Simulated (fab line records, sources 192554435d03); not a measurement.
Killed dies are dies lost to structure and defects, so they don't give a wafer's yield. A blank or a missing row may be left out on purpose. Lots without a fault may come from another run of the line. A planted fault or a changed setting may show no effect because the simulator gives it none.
A struck lot beside a sound one | flow n5_finfet | 15 steps out of a route of 1938
Sound: wafers L487.1, L487.4, L487.6. Struck: wafers L489.1, L489.3, L489.6. The cause comes at the end.
At each step with rows: each side's tool, then ch and its chambers, then its first start. Under that, the readings that differ: sound wafers | struck wafers | difference of the means | sigmas: that difference in standard deviations of wafers without a fault.
alike: readings whose means differ by less than 2 such deviations, and words and numbers that are the same on both sides. not compared: withheld readings, readings that some wafer has no value for, bounds like >300 that may hide the same value, and numbers for which the record gives no deviation and whose values overlap.
The two part at a step that has a row with sigmas, a row that says differs or no value, or rows on one side only. Numbers that don't overlap but have no deviation are shown without sigmas and don't part them. A reading that every wafer of one side lacks parts them only if that side has two wafers or more.

first, 6 steps without rows for these wafers: N5_PASSIVATION_EBR_40; N5_PASSIVATION_SOFTBAKE_39 (time 120 s); N5_PASSIVATION_EXPOSE_41 (exposes mask PASS OPEN, defocus 0 nm, target cd 40000 nm); N5_PASSIVATION_PEB_42; N5_PASSIVATION_DEVELOP_43 (develop time 60 s); N5_PASSIVATION_HARDBAKE_45 (time 120 s).
N5_PASSIVATION_CD_MEAS_44: target cd 40000 nm.
  sound on cd_sem-01 ch 0, day 16 16:25; struck on cd_sem-02 ch 0, day 16 23:44
  alike: cd_nm
N5_PASSIVATION_OVL_MEAS_66:
  sound on overlay-02 ch 0, day 16 16:26; struck on overlay-02 ch 0, day 16 23:46
  alike: PASS_OPEN_OVL
N5_PASSIVATION_INSPECT_67: inspects for defects (macro).
  sound on defect_inspect-02, day 16 16:28; struck on defect_inspect-02, day 16 23:47
  alike: raw_defect_count
N5_PASSIVATION_DESCUM_46: chemistry O2, time 7.9 s.
  sound on rie_diel-01 ch 0,2,3, day 16 16:30; struck on rie_diel-01 ch 1,2, day 16 23:50
  alike: drypump_motor_current_A, oes_product_au, rf_vpp_V, showerhead_plenum_p_Torr, throttle_valve_pct
  not compared: rf_hours_counter_h
N5_PASSIVATION_PASS_ETCH_47: etches SiNx in CF4/O2, target depth 770 nm, time 385 s.
  sound on rie_diel-01 ch 0,2,3, day 16 16:32; struck on rie_diel-01 ch 1,2, day 16 23:52
  alike: drypump_motor_current_A, oes_product_au, rf_vpp_V, showerhead_plenum_p_Torr, throttle_valve_pct
  not compared: rf_hours_counter_h
N5_PASSIVATION_ETCH_54: etches SiO2 in CHF3/O2, target depth 880 nm, time 440 s.
  sound on rie_diel-01 ch 0,2,3, day 16 16:46; struck on rie_diel-01 ch 1,2, day 17 00:05
  alike: drypump_motor_current_A, oes_product_au, rf_vpp_V, showerhead_plenum_p_Torr, throttle_valve_pct
  not compared: rf_hours_counter_h
N5_PASSIVATION_STRIP_48: strips in O2.
  sound on rie_diel-01 ch 0,2,3, day 16 17:03; struck on rie_diel-01 ch 1,2, day 17 00:23
  reading    | sound             | struck            | difference | sigmas
  temp_c (C) | 60.03 60.06 59.91 | 61.24 61.48 61.25 | +1.32      | +9
  alike: drypump_motor_current_A, oes_product_au, rf_vpp_V, showerhead_plenum_p_Torr, throttle_valve_pct
  not compared: rf_hours_counter_h
then, 1 step without rows for these wafers: N5_PASSIVATION_STRIP_52 (strips in post etch residue remover, time 1200 s).
N5_PASSIVATION_PROBE_49:
  sound on prober-01, day 16 19:32; struck on prober-01, day 17 02:53
  alike: defect_limited_yield, killed_at_M0_to_M3, killed_at_M4_up, killed_at_contacts, killed_at_front_end, killed_at_other, killed_dies, killed_on_rim, killed_open, killed_short, sort_bin_5_function, sort_bin_6_memory, sort_bin_8_speed, sort_n_pass, sort_yield_pct

WHERE THEY PART
Only at N5_PASSIVATION_STRIP_48, within this record. Later steps at which nothing parts them and some readings are alike: N5_PASSIVATION_PROBE_49.

WHY: what the simulator had put in
Process parameter drift: rie_diel-01, from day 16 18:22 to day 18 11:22, at N5_PASSIVATION_STRIP_48. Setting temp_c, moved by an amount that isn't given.
